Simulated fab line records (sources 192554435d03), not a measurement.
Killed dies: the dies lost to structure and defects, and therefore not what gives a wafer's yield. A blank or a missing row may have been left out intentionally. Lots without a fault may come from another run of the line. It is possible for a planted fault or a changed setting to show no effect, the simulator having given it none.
Comparing a struck lot with a sound one    flow n5 finfet    35 steps out of a route of 1938
Sound: these wafers, L431.3, L431.4, L431.6. Struck: wafer L436.6 (left out: L436.5, a lot-mate that was not struck); the cause follows at the end.
Per side, at each step with rows, come the tool, then ch with its chambers, and then its first start. Under that, the readings that differ: sound wafers    struck wafers    difference of the means    sigmas: that difference in standard deviations of wafers without a fault.
alike: readings whose means differ by less than 2 such deviations, and words and numbers that are the same on both sides. not compared: withheld readings, readings that some wafer has no value for, bounds like >300 that may hide the same value, and numbers for which the record gives no deviation and whose values overlap.
A row with sigmas, a row that says differs or no value, or rows on one side alone: a step with any of these is where the two part. When numbers do not overlap yet have no deviation, they are printed without sigmas and do not part them. A reading missing from all wafers of one side parts the sides only when that side holds two or more wafers.

first, 10 steps without rows for these wafers: N5_BEOL_M11_TRENCH_ETCH_37 (etches SiCOH lowk in C4F6/O2, target depth 148.83 nm, time 48 s); N5_BEOL_M11_ETCH_41 (etches SiCN in CH3F/O2, target depth 42.6 nm, time 86 s); N5_BEOL_M11_STRIP_77 (strips in N2/H2, time 10 s); N5_BEOL_M11_HM_STRIP_39 (strips TiN in peroxide tin strip, target depth 25 nm, time 158 s); N5_BEOL_M11_SRD_40 (time 30 s); N5_BEOL_M11_PRECLEAN_42 (cleans in residue remover, time 60 s); N5_BEOL_M11_SRD_43 (time 30 s); N5_BEOL_M11_CURE_72 (cures SiCOH lowk, time 120 s); N5_BEOL_M11_DEGAS_44 (time 60 s); N5_BEOL_M11_PRE_CLEAN_45 (time 30 s).
N5_BEOL_M11_ALD_74: deposits TaN, target thk 2 nm, pulse time 2 s, purge time 3 s.
  sound on ald metal-02 ch 0,1,3, day 12 06:22; struck on ald metal-02 ch 1, day 13 13:09
reading                                   sound     struck  difference  sigmas
ald cycles                                40 40 40  22      -18         
model.TaN_of_BEOL_M11_ALD_74.thk nm (nm)  2 2 2     1       -1          
  alike: heater power w
then, 22 steps without rows for these wafers: N5_BEOL_M11_SURFACE_TREAT_76; N5_BEOL_M11_CVD_75 (deposits Co from CCTBA/H2, target thk 2 nm, time 138.9 s); N5_BEOL_M11_SPUTTER_48 (material Cu, target thk 12 nm, time 2 s); N5_BEOL_M11_ECD_50 (material Cu, target thk 318 nm); N5_BEOL_M11_ANNEAL_51 (time 90 s); N5_BEOL_M11_CMP_52 (polishes, stops on SiCOH lowk, t overpolish 7 s, target thk 140 nm); N5_BEOL_M11_PRE_CLEAN_55 (time 15 s); N5_BEOL_M11_DEP_56 (deposits SiCN from 3MS/NH3, target thk 30 nm, time 10.5 s); N5_BEOL_M12_ILD_DEP_00 (deposits SiOC from DEMS/O2, target thk 658.92 nm, time 130.7 s); N5_BEOL_M12_COAT_58 (time 60 s, resist thk 89 nm); N5_BEOL_M12_COAT_04 (resist thk 400 nm); N5_BEOL_M12_EBR_06; N5_BEOL_M12_SOFTBAKE_05 (time 60 s); N5_BEOL_M12_EXPOSE_07 (exposes mask V11); N5_BEOL_M12_PEB_08 (peb time 90 s); N5_BEOL_M12_DEVELOP_09 (develop time 45 s); N5_BEOL_M12_HARDBAKE_14 (time 120 s); N5_BEOL_M12_DESCUM_15 (chemistry O2, time 7.9 s); N5_BEOL_M12_ETCH_59 (etches BARC in N2/H2, target depth 89 nm, overetch 26.7 nm, time 67.9 s); N5_BEOL_M12_VIA_ETCH_16 (etches SiOC in C4F8/O2/Ar, target depth 724.8 nm); N5_BEOL_M12_STRIP_63 (strips in N2/H2); N5_BEOL_M12_STRIP_64 (strips in N2/H2).
N5_BEOL_M15_RC_MEAS_101:
  sound on prober-02 ch 0, day 13 15:22; struck on prober-02 ch 0, day 14 16:58
reading                  sound                    struck    difference  sigmas
COMB_M11 (S/m)           2.6e-11 1.8e-11 1.7e-11  8.8e-11   +6.8e-11    +21
COMB_M11_max_site (S/m)  3.2e-11 2.2e-11 2e-11    1.31e-10  +1.06e-10   +19
SERP_M9 (ohm/um)         2.96 2.79 2.94           3.23      +0.33       +3
  alike: COMB_M10, COMB_M12, COMB_M13, COMB_M14, COMB_M15, COMB_M5, COMB_M6, COMB_M7, COMB_M8, COMB_M8_max_site, COMB_M9, SERP_M10, SERP_M11, SERP_M12, SERP_M13, SERP_M14, SERP_M5, SERP_M6, SERP_M7, SERP_M7_max_site, SERP_M8
N5_PASSIVATION_PROBE_49:
  rows exist in the record for the struck wafers here (prober-02, day 15 07:44), but not for the sound ones

## WHERE THEY PART
Earliest at N5_BEOL_M15_RC_MEAS_101; latest, in this record, at N5_PASSIVATION_PROBE_49.

WHY: what the simulator had put in
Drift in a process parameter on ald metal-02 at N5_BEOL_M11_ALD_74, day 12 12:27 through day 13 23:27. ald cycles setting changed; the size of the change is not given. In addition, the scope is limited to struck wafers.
